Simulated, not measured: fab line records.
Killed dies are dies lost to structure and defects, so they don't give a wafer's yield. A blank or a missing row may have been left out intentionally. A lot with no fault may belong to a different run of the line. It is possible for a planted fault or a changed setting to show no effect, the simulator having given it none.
Matching of chambers    flow n5_finfet    3 sister chambers for N5_FIN_SAQP_PECVD_48 on pecvd-03
The step deposits SiNx from SiH4/NH3/N2, target thk 25 nm, time 22.1 s. 18 wafers are shown with their chamber, then 9 later ones without.

== WAFERS, EACH WITH ITS CHAMBER ==
wafer   chamber  throttle_valve_pct (%)  heater_power_w (W)  showerhead_plenum_p_Torr (Torr)
L077.1  0        39.7                    800                 5.08
L077.2  1        38.4                    774                 5.08
L077.6  2        37.8                    867                 5.09
L078.1  1        38.8                    731                 5.08
L078.4  0        39.4                    730                 5.09
L078.6  2        38.0                    917                 5.09
L081.1  0        39.5                    793                 5.09
L081.5  2        38.3                    894                 5.11
L081.6  0        39.7                    793                 5.08
L082.1  0        39.7                    743                 5.08
L082.3  2        38.1                    914                 5.10
L082.5  2        38.2                    872                 5.10
L084.1  2        37.9                    923                 5.08
L084.3  1        38.9                    710                 5.07
L084.4  1        38.6                    736                 5.08
L087.1  1        38.7                    762                 5.08
L087.2  0        39.7                    826                 5.08
L087.3  2        38.2                    837                 5.09

SIGNATURES (means of the wafers above)
reading                   chamber 0  chamber 1  chamber 2  scatter within a chamber
throttle_valve_pct        39.617     38.680     38.071     0.169
heater_power_w            780.83     742.60     889.14     32
showerhead_plenum_p_Torr  5.0833     5.0780     5.0943     0.00723
Rule: distance of a wafer from a chamber = root of the sum over the readings of ((wafer's reading minus chamber's mean) / reading's scatter) squared. The wafer belongs to the nearest chamber; if the next one is less than 2 further off, it can't be placed. The scatter: the root of (the sum of the squares of (reading less its chamber's mean) over the shown wafers, divided by (wafers less chambers)).

== WAFERS WITH NO CHAMBER GIVEN ==
wafer   throttle_valve_pct (%)  heater_power_w (W)  showerhead_plenum_p_Torr (Torr)
L088.3  38.5                    785                 5.08
L088.5  39.0                    778                 5.08
L088.6  39.6                    698                 5.08
L094.2  38.4                    877                 5.08
L094.3  39.4                    813                 5.07
L094.5  39.7                    827                 5.07
L097.1  38.8                    904                 5.10
L097.3  39.7                    743                 5.11
L097.6  38.9                    907                 5.11

== WHICH CHAMBER EACH WENT THROUGH ==
wafer   from the rows above           in truth
L088.3  1                             1
L088.5  can't be placed: 1 or 0       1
L088.6  0                             0
L094.2  can't be placed: 2 or 1       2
L094.3  0                             0
L094.5  0                             0
L097.1  can't be placed: 2 or 1       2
L097.3  0                             0
L097.6  can't be placed: 2 or 0 or 1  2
5 of 9 placed correctly. From these rows, 4 cannot be placed; in 4 the true chamber is one of the candidates. Wrongly placed: 0.
